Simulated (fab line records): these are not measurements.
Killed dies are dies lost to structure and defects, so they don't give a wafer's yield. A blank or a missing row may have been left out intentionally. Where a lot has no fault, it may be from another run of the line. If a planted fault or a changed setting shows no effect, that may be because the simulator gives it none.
Chamber matching -- flow n5Finfet -- N5_BEOL_M3_ILD_DEP_00 on pecvd-01: 3 sister chambers
The step deposits SiOC from DEMS/O2, target thk 79 nm, time 15.3 s. 3 wafers are shown with their chamber, then 7 later ones without.

== WAFERS WITH THEIR CHAMBER ==
wafer,chamber,throttleValvePct (%)
L190.6,1,12.7
L189.2,0,12.4
L189.3,2,11.2

== WAFERS WITH NO CHAMBER GIVEN ==
wafer,throttleValvePct (%)
L189.6,12.4
L192.1,12.9
L192.4,12.9
L192.6,12.8
L194.2,11.6
L194.3,12.7
L194.4,13.0

== CHAMBER TAKEN BY EACH ==
wafer,from the rows above,in truth
L189.6,can't be placed: 0 or 1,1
L192.1,can't be placed: 1 or 0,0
L192.4,can't be placed: 1 or 0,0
L192.6,can't be placed: 1 or 0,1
L194.2,can't be placed: 2 or 0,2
L194.3,can't be placed: 1 or 0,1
L194.4,can't be placed: 1 or 0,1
0 of 7 placed correctly. Can't be placed from these rows: 7 (the true chamber is among the candidates in 7). Number placed wrongly: 0.
How it was worked out, from the rows above alone: a wafer's distance from a chamber is the root of the sum, over the readings, of the square of ((its reading less the chamber's mean) divided by the reading's scatter). If the next closest chamber is less than 2 further off than the closest, the wafer can't be placed; otherwise it belongs to the closest. Each chamber's mean is taken over the wafers shown for it. The scatter (one wafer shown for each chamber): square how far every hidden wafer sits from the nearest shown wafer, average those squares and take the square root.
